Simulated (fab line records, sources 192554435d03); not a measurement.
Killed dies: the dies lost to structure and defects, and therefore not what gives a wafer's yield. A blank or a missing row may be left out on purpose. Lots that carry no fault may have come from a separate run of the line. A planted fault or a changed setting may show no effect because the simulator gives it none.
fab line records	flow n5_finfet
record: lots: 7	wafers: 39
route steps=1938 shown PMOS_HMC_CHANNEL_EPI@57 STI_FIN_REVEAL@183 BEOL_M0_SAQP@658 BEOL_M0@748 BEOL_M8@1344
start_h: the number of hours between the record's first day and the start of the first shown wafer of the lot	wait_h: hours elapsed since this lot's preceding step	" same as the row above	L1.1+2: a row that stands for several wafers	- either no value or no given start	* or withheld: withheld	< > ~ a bound
route shown NAME@n: NAME is a module with steps in the file, n the number in the route of the first one	usual: the fault-free wafers' mean and standard deviation	same: alike in all rows	chamber/n: place in a boat	sites: readings site by site	_std_site: standard deviation of those values	_edge_site: mean of outer sites minus mean of inner sites	radius_mm: how far each site lies from the wafer's centre	mask NAME#n: copy n	behind: the most recent tool/chamber to have shaped the wafer	hold: what put the lot on hold/how long, in hours/how the hold closed	device: names the non-switching transistor (n, p or np)	end of line: the tests these same wafers got at the end of their route	step lacking rows: just its recipe	killed: count of dies lost to structure and defects at first sort (not the wafer's yield)	map: shows each die of a wafer: x if killed, . if not, _ if none is there
set.NAME: the run value of the setting; set.NAME@STEP: its run value at that earlier step	model.NAME: the simulator's own value behind a step, which no gauge read
lots where settings were altered on purpose, with a table for each step and a row for each wafer
== steps ==
step: N5_PMOS_HMC_CHANNEL_EPI_HM_DEP_34
recipe: material: SiO2	target_thk_a: 360	temp_c: 400	precursor: TEOS/O2	pressure_torr: 6.5	rf_w: 900	teos_flow_sccm: 161.4	gas: O2	flow_sccm: 2650	time_s: 6.9
lot.wafer	tool	chamber	start_h	wait_h	set.time_s	model.SiO2_of_PMOS_HMC_CHANNEL_EPI_HM_DEP_34.thk_nm
L079.1	pecvd-01	1	47.07	0.0	6.9	35.8
L079.2	"	2	"	"	6.9	37.27
L079.3	"	0	"	"	3.071	16.67
L079.4	"	1	"	"	3.071	16.37
L079.5	"	0	"	"	6.9	36.61
L079.6	"	2	"	"	3.071	17.88
L080.1	pecvd-01	1	52.75	0.0	6.9	36.19
L080.2	"	0	"	"	8.049	41.71
L080.3	"	2	"	"	8.049	42.45
L080.4	"	0	"	"	8.049	42.32
L080.5	"	1	"	"	6.9	36.04
L080.6	"	2	"	"	6.9	36.9
L087.2	pecvd-02	1	95.67	0.0	6.9	36.25
L087.3	"	2	"	"	6.9	36.22
L087.5	"	2	"	"	6.9	37.18
L089.1	pecvd-02	1	108.43	0.0	6.9	35.05
L089.2	"	2	"	"	8.457	43.06
L089.3	"	2	"	"	8.457	44.17
L089.4	"	1	"	"	6.9	35.63
L089.5	"	2	"	"	8.457	43.86
L089.6	"	1	"	"	6.9	35.88
L092.1	pecvd-01	1	125.24	0.0	5.402	29.29
L092.2	"	0	"	"	5.402	29.22
L092.3	"	2	"	"	6.9	37.11
L092.4	"	0	"	"	6.9	37.22
L092.5	"	2	"	"	6.9	37.64
L092.6	"	1	"	"	5.402	29.82
L096.1	pecvd-01	2	148.99	0.0	6.9	36.79
L096.2	"	1	"	"	6.9	36.37
L096.3	"	0	"	"	6.9	36.62
L096.4	"	1	"	"	6.9	36.83
L096.5	"	2	"	"	6.9	37.59
L096.6	"	0	"	"	6.9	36.76
L097.1	pecvd-04	2	154.60	0.0	2.809	14.31
L097.2	"	1	"	"	2.809	15.45
L097.3	"	0	"	"	6.9	34.95
L097.4	"	0	"	"	2.809	14.58
L097.5	"	2	"	"	6.9	35.89
L097.6	"	1	"	"	6.9	36.66
step: N5_STI_FIN_REVEAL_ALD_00
recipe: material: SiO2	target_thk_a: 10	temp_c: 300	ald_precursor_family: BDEAS	ald_co_reactant: O2-plasma	pulse_time_s: 1	pressure_torr: 2
lot.wafer	tool	chamber	start_h	wait_h	set.target_thk_a	model.SiO2_of_STI_FIN_REVEAL_ALD_00.thk_nm
L079.1+4+5	ald_sin-02	2,1,0	58.77	0.6	10	1
L079.2+3+6	"	0,3,3	"	"	4.191	0.4
L080.1+3+6	ald_sin-04	2,3,3	65.00	0.0	10	1
L080.2+4+5	"	0,1,2	"	"	6.379	0.6
L087.2+3+5	ald_sin-02	1,2,1	107.44	0.0	10	1
L089.1+2+4	ald_sin-01	2,1,0	122.89	0.0	13.32	1.4
L089.3+5+6	"	3,0,3	"	"	10	1
L092.1+4+5	ald_sin-04	2,3,0	135.60	0.0	10	1
L092.2+3+6	"	1,0,1	"	"	4.005	0.4
L096.1+3+4	ald_sin-01	0,3,2	160.60	0.0	10	1
L096.2+5+6	"	1,3,2	"	"	8.391	0.8
L097.1+3+5	ald_sin-04	0,3,1	165.64	0.0	6.102	0.6
L097.2+4+6	"	2,1,0	"	"	10	1
step: N5_BEOL_M0_SAQP_MANDREL_ETCH_20
recipe: target_depth_a: 600	chemistry: HBr/Cl2	target: a-Si	stop_on: SiNx	bt_time_s: 10	mask_material: SOC	over_etch_frac: 0.5	time_s: 30	pressure_mtorr: 10	icp_w: 800	bias_w: 75	HBr_flow_sccm: 150	Cl2_flow_sccm: 80	ends: end_point
usual: oes_product_au: 0.773/0.012
lot.wafer	tool	chamber	start_h	wait_h	set.target_depth_a	oes_product_au	model.SOC_of_BEOL_M0_SAQP_COAT_81.thk_nm	model.SiNx_of_BEOL_M0_SAQP_PECVD_97.thk_nm
L079.1	rie_si-01	0	139.67	0.0	600	0.767	76.6	18.2
L079.2	"	1	"	"	600	0.779	76.4	18
L079.3	"	2	"	"	600	0.766	76	18.2
L079.4	"	3	"	"	600	0.776	76	18.4
L079.5	"	2	"	"	600	0.774	76.2	18.2
L079.6	"	1	"	"	600	0.782	76.2	18.4
L080.1	rie_si-04	2	195.21	0.0	390.3	0.972	84.8	19.2
L080.2	"	3	"	"	600	0.754	76.4	18
L080.3	"	1	"	"	600	0.783	75.8	17.6
L080.4	"	0	"	"	390.3	0.996	84.2	19.6
L080.5	"	3	"	"	390.3	0.963	84.6	19.6
L080.6	"	0	"	"	600	0.778	75.8	18.6
L087.2	rie_si-03	1	196.72	0.0	600	0.770	76.8	18
L087.3	"	2	"	"	600	0.778	75.6	17.6
L087.5	"	1	"	"	600	0.776	76.6	18.2
L089.1	rie_si-04	0	203.06	0.0	893.8	0.622	63.4	11
L089.2	"	3	"	"	893.8	0.617	64.2	11.6
L089.3	"	2	"	"	600	0.776	76.4	17.8
L089.4	"	1	"	"	600	0.804	75.4	17.8
L089.5	"	2	"	"	600	0.775	77	17.8
L089.6	"	1	"	"	893.8	0.648	63.6	11.8
L092.1	rie_si-01	3	217.22	0.0	600	0.771	75.4	18.4
L092.2	"	0	"	"	600	0.769	76.8	18.4
L092.3	"	2	"	"	600	0.769	76	18.4
L092.4	"	1	"	"	600	0.794	76.2	18.8
L092.5	"	3	"	"	600	0.781	75.6	18.8
L092.6	"	0	"	"	600	0.786	77	19.2
L096.1	rie_si-04	0	241.26	0.0	600	0.775	75.8	18.2
L096.2	"	1	"	"	600	0.782	75.8	18
L096.3	"	3	"	"	392	0.960	84.2	20.4
L096.4	"	2	"	"	600	0.761	77.2	19.2
L096.5	"	0	"	"	392	0.987	84.2	20.4
L096.6	"	1	"	"	392	1.008	84.2	19.8
L097.1	rie_si-01	0	245.44	0.0	600	0.760	76.6	18.8
L097.2	"	1	"	"	496.2	0.862	80.8	19.4
L097.3	"	2	"	"	496.2	0.842	80.2	19.4
L097.4	"	3	"	"	496.2	0.863	80.2	20
L097.5	"	3	"	"	600	0.771	76.2	19
L097.6	"	2	"	"	600	0.768	76	19
step: N5_BEOL_M0_SAQP_STRIP_86
recipe: chemistry: N2/H2	power_w: 500	temp_c: 40	pressure_mtorr: 50	rf_frequency_hz: 6e+07	overash_fraction: 0.3	bias_power_w: 28	h2_frac: 0.5	n2_flow_sccm: 300	h2_flow_sccm: 300
step: N5_BEOL_M0_SAQP_STRIP_115
recipe: chemistry: post_etch_residue_remover	time_s: 60	temp_c: 25	remover_ph: withheld	remover_water_wt_pct: withheld	remover_fluoride_wt_pct: withheld
lot.wafer	tool	chamber	start_h	wait_h	set.target_depth_a@BEOL_M0_SAQP_MANDREL_ETCH_20	model.SiNx_of_BEOL_M0_SAQP_PECVD_97.thk_nm
L079.1+3+5	wet_bench-01	4,6,5	139.83	-	600	17.8
L079.2	"	7	"	"	600	17.6
L079.4+6	"	0,3	"	"	600	18
L080.1	wet_bench-01	5	195.57	-	390.3	18.8
L080.2	"	6	"	"	600	17.6
L080.3	"	7	"	"	600	17.2
L080.4+5	"	3,4	"	"	390.3	19.2
L080.6	"	2	"	"	600	18.2
L087.2	wet_bench-01	1	196.93	-	600	17.6
L087.3	"	3	"	"	600	17.2
L087.5	"	2	"	"	600	18
L089.1	wet_bench-01	4	203.23	-	893.8	10.6
L089.2	"	2	"	"	893.8	11.2
L089.3+5	"	7,1	"	"	600	17.4
L089.4	"	3	"	"	600	17.6
L089.6	"	0	"	"	893.8	11.4
L092.1+3	wet_bench-04	6,2	217.49	-	600	18
L092.2	"	0	"	"	600	18.2
L092.4+5	"	3,7	"	"	600	18.4
L092.6	"	1	"	"	600	18.8
L096.1	wet_bench-04	1	241.61	-	600	17.8
L096.2	"	4	"	"	600	17.6
L096.3+5	"	0,7	"	"	392	20
L096.4	"	6	"	"	600	18.8
L096.6	"	5	"	"	392	19.4
L097.1	wet_bench-01	2	245.70	-	600	18.4
L097.2	"	7	"	"	496.2	19
L097.3	"	6	"	"	496.2	19.2
L097.4	"	0	"	"	496.2	19.6
L097.5+6	"	3,1	"	"	600	18.6
step: N5_BEOL_M0_DEP_125
recipe: material: SiCN	target_thk_a: 80	temp_c: withheld	precursor: 3MS/NH3	pressure_torr: 3	rf_w: 202	time_s: 14
lot.wafer	tool	chamber	start_h	wait_h	set.time_s	model.SiCN_of_BEOL_M0_DEP_125.thk_nm
L079.1+5+6	pecvd-03	0,0,2	151.56	0.0	14	8
L079.2+4	"	1	"	"	14	8.2
L079.3	"	2	"	"	14	7.8
L080.1	pecvd-01	1	204.81	0.0	14	7.8
L080.2	"	0	"	"	14	7.6
L080.3	"	1	"	"	14	8
L080.4+6	"	0	"	"	19.31	10.8
L080.5	"	1	"	"	19.31	11
L087.2+3	pecvd-04	0,1	211.89	0.0	14	8
L087.5	"	1	"	"	14	8.4
L089.1	pecvd-01	1	215.40	0.0	14	8
L089.2	"	0	"	"	11.04	6.2
L089.3	"	0	"	"	14	7.8
L089.4+5	"	1,0	"	"	11.04	6.4
L089.6	"	1	"	"	14	8.2
L092.1+4	pecvd-01	1	228.80	0.0	14	8
L092.2	"	0	"	"	14	7.8
L092.3+5	"	0,1	"	"	16.35	9.4
L092.6	"	0	"	"	16.35	9.2
L096.1+3+5	pecvd-03	2,0,0	254.91	0.0	14	8.2
L096.2+4	"	1	"	"	16.78	9.6
L096.6	"	2	"	"	16.78	9.8
L097.1+2+4+5+6	pecvd-01	2,1,2,0,1	276.45	0.0	14	8.2
L097.3	"	0	"	"	14	8
step: N5_BEOL_M8_DEVELOP_10
recipe: develop_time_s: 30	developer: TMAH	resist: CAR-ArF	rinse_liquid: diw	dry: air_spin	dev_temp_c: 23
lot.wafer	tool	chamber	start_h	wait_h	set.develop_time_s
L079.1+2+5	litho_track-05	0	-	-	30
L079.3+4+6	"	0	"	"	38.03
L080.1+2+5	litho_track-05	0	-	-	30
L080.3+4+6	"	0	"	"	16.55
L087.2+3+5	litho_track-02	0	-	-	30
L089.1+3+4	litho_track-05	0	-	-	46.09
L089.2+5+6	"	0	"	"	30
L092.1+5+6	litho_track-05	0	-	-	30
L092.2+3+4	"	0	"	"	14.42
L096.1+2+6	litho_track-02	0	-	-	30
L096.3+4+5	"	0	"	"	13.24
L097.1+3+6	litho_track-02	0	-	-	47.42
L097.2+4+5	"	0	"	"	30
step: N5_BEOL_M8_CD_MEAS_11
recipe: target_cd_nm: 38.5	landing_energy_ev: 500	detector: se_inlens	polarity: opening
usual: cd_nm: 38.3/0.67
lot.wafer	tool	chamber	start_h	wait_h	set.develop_time_s@BEOL_M8_DEVELOP_10	cd_nm
L079.1	cd_sem-03	0	210.74	-	30	39.1
L079.2	"	0	"	"	30	37.9
L079.3	"	0	"	"	38.03	39.5
L079.4	"	0	"	"	38.03	39.4
L079.5	"	0	"	"	30	37.4
L079.6	"	0	"	"	38.03	39.6
L080.1	cd_sem-03	0	280.70	-	30	37.8
L080.2	"	0	"	"	30	37.3
L080.3	"	0	"	"	16.55	34.6
L080.4	"	0	"	"	16.55	35.8
L080.5	"	0	"	"	30	37.8
L080.6	"	0	"	"	16.55	35.3
L087.2	cd_sem-03	0	294.19	-	30	38.1
L087.3	"	0	"	"	30	39.9
L087.5	"	0	"	"	30	39.4
L089.1	cd_sem-02	0	300.21	-	46.09	39.7
L089.2	"	0	"	"	30	38.6
L089.3	"	0	"	"	46.09	39.8
L089.4	"	0	"	"	46.09	39.3
L089.5	"	0	"	"	30	38.6
L089.6	"	0	"	"	30	38.0
L092.1	cd_sem-02	0	311.17	-	30	38.3
L092.2	"	0	"	"	14.42	35.1
L092.3	"	0	"	"	14.42	35.7
L092.4	"	0	"	"	14.42	35.5
L092.5	"	0	"	"	30	38.0
L092.6	"	0	"	"	30	38.6
L096.1	cd_sem-03	0	343.46	-	30	38.4
L096.2	"	0	"	"	30	37.9
L096.3	"	0	"	"	13.24	34.9
L096.4	"	0	"	"	13.24	36.0
L096.5	"	0	"	"	13.24	35.6
L096.6	"	0	"	"	30	38.7
L097.1	cd_sem-03	0	355.54	-	47.42	40.7
L097.2	"	0	"	"	30	39.2
L097.3	"	0	"	"	47.42	40.5
L097.4	"	0	"	"	30	38.6
L097.5	"	0	"	"	30	38.0
L097.6	"	0	"	"	47.42	41.4
step: N5_BEOL_M8_DESCUM_16
recipe: chemistry: O2	time_s: 7.9	source_power_w: 50	bias_power_w: 20	pressure_mtorr: 20	rf_frequency_hz: 2.712e+07	temp_c: 40	resist: CAR-ArF	o2_flow_sccm: 225
step: N5_BEOL_M8_ETCH_61
recipe: chemistry: CF4	target: SiARC	target_depth_a: 455	mask_material: CAR-ArF	time_s: 75.8	ion_energy_ev: 80	pressure_mtorr: 40	source_w: 545	bias_w: 36	Ar_flow_sccm: 100	cf4_flow_sccm: 100	ends: cleared
lot.wafer	tool	chamber	start_h	wait_h	set.develop_time_s@BEOL_M8_DEVELOP_10	model.BEOL_M8.cd_offset_nm
L079.1+2	rie_diel-04	3,1	210.87	0.0	30	0.2
L079.3	"	0	"	"	38.03	0.6
L079.4+6	"	2,0	"	"	38.03	0.8
L079.5	"	1	"	"	30	0
L080.1+5	rie_diel-03	2,3	280.82	0.0	30	-0.6
L080.2	"	1	"	"	30	-0.4
L080.3	"	0	"	"	16.55	-3.2
L080.4	"	3	"	"	16.55	-2.4
L080.6	"	2	"	"	16.55	-3.4
L087.2	rie_diel-04	2	294.31	0.0	30	0.2
L087.3	"	1	"	"	30	1.6
L087.5	"	1	"	"	30	1.2
L089.1	rie_diel-03	2	300.95	0.0	46.09	0.6
L089.2	"	0	"	"	30	0
L089.3	"	1	"	"	46.09	2
L089.4	"	3	"	"	46.09	0.4
L089.5	"	2	"	"	30	-0.4
L089.6	"	1	"	"	30	0.2
L092.1	rie_diel-03	0	311.71	0.0	30	-0.2
L092.2+3	"	1,3	"	"	14.42	-2.8
L092.4	"	2	"	"	14.42	-3
L092.5	"	3	"	"	30	-0.8
L092.6	"	2	"	"	30	0
L096.1	rie_diel-05	2	343.83	0.0	30	-0.2
L096.2	"	1	"	"	30	-0.6
L096.3	"	3	"	"	13.24	-3.8
L096.4	"	1	"	"	13.24	-2.8
L096.5	"	3	"	"	13.24	-3.2
L096.6	"	2	"	"	30	0.2
L097.1	rie_diel-03	1	355.66	0.0	47.42	3
L097.2	"	2	"	"	30	0.6
L097.3	"	0	"	"	47.42	1.8
L097.4	"	3	"	"	30	-0.4
L097.5	"	3	"	"	30	-0.8
L097.6	"	0	"	"	47.42	3.2
step: N5_BEOL_M8_ETCH_62
recipe: chemistry: N2/H2	target: SOC	target_depth_a: 1100	overetch_a: 220	mask_material: SiARC	temp_c: 40	time_s: 165	ion_energy_ev: 200	pressure_mtorr: 30	source_w: 840	bias_w: 150	n2_flow_sccm: 200	h2_flow_sccm: 200
lot.wafer	tool	chamber	start_h	wait_h	set.develop_time_s@BEOL_M8_DEVELOP_10	model.BEOL_M8.cd_offset_nm
L079.1	rie_diel-04	3	210.92	0.0	30	0.4
L079.2	"	1	"	"	30	0.2
L079.3	"	0	"	"	38.03	0.4
L079.4	"	2	"	"	38.03	0.8
L079.5	"	1	"	"	30	0
L079.6	"	0	"	"	38.03	0.6
L080.1+2	rie_diel-03	2,1	280.88	0.0	30	-0.6
L080.3	"	0	"	"	16.55	-2.8
L080.4	"	3	"	"	16.55	-2.4
L080.5	"	3	"	"	30	-0.4
L080.6	"	2	"	"	16.55	-3.2
L087.2	rie_diel-04	2	294.37	0.0	30	0.2
L087.3	"	1	"	"	30	1.6
L087.5	"	1	"	"	30	1.2
L089.1	rie_diel-03	2	301.01	0.0	46.09	0.6
L089.2	"	0	"	"	30	0
L089.3	"	1	"	"	46.09	1.8
L089.4	"	3	"	"	46.09	0.4
L089.5	"	2	"	"	30	-0.4
L089.6	"	1	"	"	30	-0.2
L092.1+6	rie_diel-03	0,2	311.77	0.0	30	0.2
L092.2	"	1	"	"	14.42	-3
L092.3+4	"	3,2	"	"	14.42	-2.8
L092.5	"	3	"	"	30	-0.8
L096.1	rie_diel-05	2	343.89	0.0	30	0.2
L096.2	"	1	"	"	30	-1
L096.3	"	3	"	"	13.24	-4.2
L096.4	"	1	"	"	13.24	-3.4
L096.5	"	3	"	"	13.24	-3.6
L096.6	"	2	"	"	30	0.4
L097.1+6	rie_diel-03	1,0	355.72	0.0	47.42	3.4
L097.2	"	2	"	"	30	0.8
L097.3	"	0	"	"	47.42	2
L097.4	"	3	"	"	30	-0.8
L097.5	"	3	"	"	30	-1
step: N5_BEOL_M8_STRIP_68
recipe: chemistry: N2/H2	temp_c: 40	n2_flow_sccm: 200	h2_flow_sccm: 200	rf_frequency_hz: 6e+07
step: N5_BEOL_M8_STRIP_67
recipe: chemistry: CF4	resist: SiARC	power_w: 300	bias_power_w: 75	pressure_mtorr: 50	cf4_flow_sccm: 150	rf_frequency_hz: 6e+07
step: N5_BEOL_M8_HM_OPEN_17
recipe: chemistry: Cl2/BCl3	target_depth_a: 200	overetch_a: 60	target: TiN	mask_material: SOC	ion_energy_ev: 150	pressure_mtorr: 10	icp_w: 1000	bias_w: 126	Cl2_flow_sccm: 53.25	bcl3_flow_sccm: 21.75	Ar_flow_sccm: 25
lot.wafer	tool	chamber	start_h	wait_h	set.develop_time_s@BEOL_M8_DEVELOP_10	model.BEOL_M8.cd_offset_nm
L079.1	rie_metal-01	0	211.11	0.0	30	0.2
L079.2	"	1	"	"	30	0
L079.3	"	0	"	"	38.03	0.2
L079.4	"	1	"	"	38.03	0.8
L079.5	"	0	"	"	30	-0.2
L079.6	"	1	"	"	38.03	0.6
L080.1+5	rie_metal-01	0	281.07	0.0	30	-0.4
L080.2	"	1	"	"	30	-0.6
L080.3	"	0	"	"	16.55	-2.8
L080.4	"	1	"	"	16.55	-2.4
L080.6	"	1	"	"	16.55	-3.2
L087.2	rie_metal-01	1	294.59	0.1	30	0.2
L087.3	"	1	"	"	30	1.8
L087.5	"	1	"	"	30	1.2
L089.1	rie_metal-02	1	301.20	0.0	46.09	0.6
L089.2	"	0	"	"	30	0.4
L089.3	"	0	"	"	46.09	2
L089.4	"	1	"	"	46.09	0.2
L089.5+6	"	0,1	"	"	30	-0.2
L092.1+6	rie_metal-01	1	311.95	0.0	30	0.2
L092.2	"	0	"	"	14.42	-2.8
L092.3+4	"	1,0	"	"	14.42	-2.6
L092.5	"	0	"	"	30	-0.6
L096.1	rie_metal-01	0	344.08	0.0	30	0.4
L096.2	"	1	"	"	30	-1
L096.3	"	0	"	"	13.24	-4
L096.4+5	"	1	"	"	13.24	-3.4
L096.6	"	0	"	"	30	0.6
L097.1	rie_metal-03	0	355.91	0.0	47.42	3.2
L097.2	"	1	"	"	30	0.8
L097.3	"	1	"	"	47.42	2
L097.4	"	0	"	"	30	-0.8
L097.5	"	0	"	"	30	-1
L097.6	"	1	"	"	47.42	3.6
step: N5_BEOL_M8_STRIP_19
recipe: chemistry: O2	power_w: 400	temp_c: 40	pressure_mtorr: 30	rf_frequency_hz: 6e+07	bias_power_w: 0	overash_fraction: 0.2	o2_flow_sccm: 225
step: N5_BEOL_M8_CD_MEAS_18
recipe: pitch_nm: 80	target_cd_nm: 40
usual: cd_nm: 39.8/0.88
lot.wafer	tool	chamber	start_h	wait_h	set.develop_time_s@BEOL_M8_DEVELOP_10	cd_nm
L079.1	cd_sem-02	-	211.29	0.0	30	40.2
L079.2	"	-	"	"	30	40.2
L079.3	"	-	"	"	38.03	40.3
L079.4	"	-	"	"	38.03	40.5
L079.5	"	-	"	"	30	39.9
L079.6	"	-	"	"	38.03	40.3
L080.1	cd_sem-02	-	281.25	0.0	30	39.5
L080.2	"	-	"	"	30	39.2
L080.3	"	-	"	"	16.55	37.2
L080.4	"	-	"	"	16.55	37.1
L080.5	"	-	"	"	30	39.6
L080.6	"	-	"	"	16.55	36.8
L087.2	cd_sem-02	-	294.83	0.1	30	40.1
L087.3	"	-	"	"	30	42.0
L087.5	"	-	"	"	30	41.2
L089.1	cd_sem-03	-	301.38	0.0	46.09	40.5
L089.2	"	-	"	"	30	40.3
L089.3	"	-	"	"	46.09	42.0
L089.4	"	-	"	"	46.09	40.5
L089.5	"	-	"	"	30	39.6
L089.6	"	-	"	"	30	40.0
L092.1	cd_sem-03	-	312.16	0.0	30	40.3
L092.2	"	-	"	"	14.42	37.5
L092.3	"	-	"	"	14.42	37.1
L092.4	"	-	"	"	14.42	37.0
L092.5	"	-	"	"	30	39.3
L092.6	"	-	"	"	30	40.0
L096.1	cd_sem-03	-	344.26	0.0	30	40.9
L096.2	"	-	"	"	30	39.0
L096.3	"	-	"	"	13.24	36.0
L096.4	"	-	"	"	13.24	36.5
L096.5	"	-	"	"	13.24	36.9
L096.6	"	-	"	"	30	40.8
L097.1	cd_sem-02	-	356.15	0.0	47.42	43.6
L097.2	"	-	"	"	30	40.7
L097.3	"	-	"	"	47.42	41.7
L097.4	"	-	"	"	30	39.2
L097.5	"	-	"	"	30	38.8
L097.6	"	-	"	"	47.42	43.5
step: N5_BEOL_M8_COAT_63
recipe: resist: SOC	temp_c: 250	time_s: 60	spin_rpm: 1500	resist_thk_nm: 60
step: N5_BEOL_M8_COAT_64
recipe: resist: SiARC	temp_c: 220	time_s: 60	spin_rpm: 1500	resist_thk_nm: 12
step: N5_BEOL_M8_PRECLEAN_42
recipe: chemistry: residue_remover	time_s: 60	temp_c: 40
step: N5_BEOL_M8_SRD_43
recipe: time_s: 30	temp_c: 23	rinse_liquid: diw	dry: ipa_marangoni
step: N5_BEOL_M8_CD_MEAS_35
recipe: target_cd_nm: 40	polarity: opening
usual: cd_nm: 39.9/0.87
lot.wafer	tool	chamber	start_h	wait_h	set.develop_time_s@BEOL_M8_DEVELOP_10	cd_nm
L079.1	cd_sem-03	-	213.50	0.0	30	40.1
L079.2	"	-	"	"	30	40.0
L079.3	"	-	"	"	38.03	40.1
L079.4	"	-	"	"	38.03	40.8
L079.5	"	-	"	"	30	39.6
L079.6	"	-	"	"	38.03	40.6
L080.1	cd_sem-02	-	283.06	0.0	30	39.8
L080.2	"	-	"	"	30	39.3
L080.3	"	-	"	"	16.55	37.2
L080.4	"	-	"	"	16.55	37.6
L080.5	"	-	"	"	30	39.6
L080.6	"	-	"	"	16.55	37.3
L087.2	cd_sem-01	-	296.49	0.0	30	40.5
L087.3	"	-	"	"	30	42.0
L087.5	"	-	"	"	30	41.3
L089.1	cd_sem-02	-	302.99	0.0	46.09	40.8
L089.2	"	-	"	"	30	40.3
L089.3	"	-	"	"	46.09	42.0
L089.4	"	-	"	"	46.09	40.6
L089.5	"	-	"	"	30	39.7
L089.6	"	-	"	"	30	39.7
L092.1	cd_sem-01	-	314.30	0.0	30	40.5
L092.2	"	-	"	"	14.42	37.0
L092.3	"	-	"	"	14.42	37.6
L092.4	"	-	"	"	14.42	37.7
L092.5	"	-	"	"	30	39.2
L092.6	"	-	"	"	30	40.1
L096.1	cd_sem-02	-	346.55	0.0	30	40.5
L096.2	"	-	"	"	30	39.2
L096.3	"	-	"	"	13.24	36.0
L096.4	"	-	"	"	13.24	36.5
L096.5	"	-	"	"	13.24	36.5
L096.6	"	-	"	"	30	40.7
L097.1	cd_sem-03	-	359.52	0.0	47.42	43.2
L097.2	"	-	"	"	30	40.8
L097.3	"	-	"	"	47.42	41.9
L097.4	"	-	"	"	30	39.0
L097.5	"	-	"	"	30	38.7
L097.6	"	-	"	"	47.42	43.5
== key ==
split: step: N5_PMOS_HMC_CHANNEL_EPI_HM_DEP_34	setting: time_s	stated: 6.9	by: wafer
response: step: N5_PMOS_HMC_CHANNEL_EPI_HM_DEP_34	reading: model.SiO2_of_PMOS_HMC_CHANNEL_EPI_HM_DEP_34.thk_nm	change: +0.355	per: 1%	r: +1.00
split: step: N5_STI_FIN_REVEAL_ALD_00	setting: target_thk_a	stated: 10	by: wafer
response: step: N5_STI_FIN_REVEAL_ALD_00	reading: model.SiO2_of_STI_FIN_REVEAL_ALD_00.thk_nm	change: +0.0105	per: 1%	r: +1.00
split: step: N5_BEOL_M0_SAQP_MANDREL_ETCH_20	setting: target_depth_a	stated: 600	by: wafer
response: step: N5_BEOL_M0_SAQP_MANDREL_ETCH_20	reading: oes_product_au	change: -0.00463	per: 1%	r: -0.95
response: step: N5_BEOL_M0_SAQP_MANDREL_ETCH_20	reading: model.SOC_of_BEOL_M0_SAQP_COAT_81.thk_nm	change: -0.246	per: 1%	r: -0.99
response: step: N5_BEOL_M0_SAQP_MANDREL_ETCH_20	reading: model.SiNx_of_BEOL_M0_SAQP_PECVD_97.thk_nm	change: -0.0841	per: 1%	r: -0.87
response: step: N5_BEOL_M0_SAQP_STRIP_115	reading: model.SiNx_of_BEOL_M0_SAQP_PECVD_97.thk_nm	change: -0.085	per: 1%	r: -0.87
split: step: N5_BEOL_M0_DEP_125	setting: time_s	stated: 14	by: wafer
response: step: N5_BEOL_M0_DEP_125	reading: model.SiCN_of_BEOL_M0_DEP_125.thk_nm	change: +0.0797	per: 1%	r: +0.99
split: step: N5_BEOL_M8_DEVELOP_10	setting: develop_time_s	stated: 30	by: wafer
response: step: N5_BEOL_M8_CD_MEAS_11	reading: cd_nm	change: +0.044	per: 1%	r: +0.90
response: step: N5_BEOL_M8_ETCH_61	reading: model.BEOL_M8.cd_offset_nm	change: +0.0442	per: 1%	r: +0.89
response: step: N5_BEOL_M8_ETCH_62	reading: model.BEOL_M8.cd_offset_nm	change: +0.0477	per: 1%	r: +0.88
response: step: N5_BEOL_M8_HM_OPEN_17	reading: model.BEOL_M8.cd_offset_nm	change: +0.047	per: 1%	r: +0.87
response: step: N5_BEOL_M8_CD_MEAS_18	reading: cd_nm	change: +0.0483	per: 1%	r: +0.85
response: step: N5_BEOL_M8_CD_MEAS_35	reading: cd_nm	change: +0.0485	per: 1%	r: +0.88
